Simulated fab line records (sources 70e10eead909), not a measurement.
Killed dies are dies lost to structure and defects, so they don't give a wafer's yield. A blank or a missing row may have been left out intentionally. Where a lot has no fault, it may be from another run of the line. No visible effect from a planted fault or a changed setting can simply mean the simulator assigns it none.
Chamber matching -- flow nandHarc -- pecvd-02 running NHARC_A_CONTACT_DEP_58: 3 sister chambers
The step deposits SiON, target thk 90 nm. 16 wafers are shown with their chamber, then 8 later ones without.

## WAFERS WITH THEIR CHAMBER
wafer,chamber,heaterPowerOuterW (W),heaterPowerW (W)
L077.1,0,299,560
L077.5,0,305,565
L077.6,2,412,677
L080.1,1,578,871
L080.2,2,396,624
L080.6,0,385,653
L083.1,0,378,632
L083.4,2,409,666
L083.6,0,373,639
L086.1,0,422,718
L086.2,1,629,963
L086.5,1,636,975
L087.3,0,353,650
L087.5,0,355,650
L087.6,1,653,959
L094.1,2,361,608

SIGNATURES (averages over the wafers above)
reading,chamber 0,chamber 1,chamber 2,scatter within a chamber
heaterPowerOuterW,358.75,624.00,394.50,35.7
heaterPowerW,633.38,942.00,643.75,46.7
Rule: for a wafer and a chamber, the distance is found by dividing, reading by reading, the gap between the wafer's reading and the chamber's mean by the reading's scatter, squaring, summing and taking the root. The wafer belongs to the nearest chamber; if the next one is less than 2 further off, it can't be placed. The scatter: take each reading less its chamber's mean, square it, sum over the shown wafers, divide by the number of wafers less the number of chambers, and take the root.

## WAFERS WITHOUT THEIR CHAMBER
wafer,heaterPowerOuterW (W),heaterPowerW (W)
L094.4,648,983
L094.5,371,630
L095.1,353,589
L095.4,400,694
L095.5,363,597
L097.3,442,769
L097.5,301,511
L097.6,549,866

## WHICH CHAMBER EACH ONE RAN IN
wafer,from the rows above,in truth
L094.4,1,1
L094.5,can't be placed: 0 or 2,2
L095.1,can't be placed: 0 or 2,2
L095.4,can't be placed: 2 or 0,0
L095.5,can't be placed: 0 or 2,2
L097.3,can't be placed: 2 or 0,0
L097.5,can't be placed: 0 or 2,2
L097.6,1,1
Correct placement for 2 of the 8. From these rows, 6 cannot be placed; in 6 the true chamber is one of the candidates. Wrongly placed: 0.
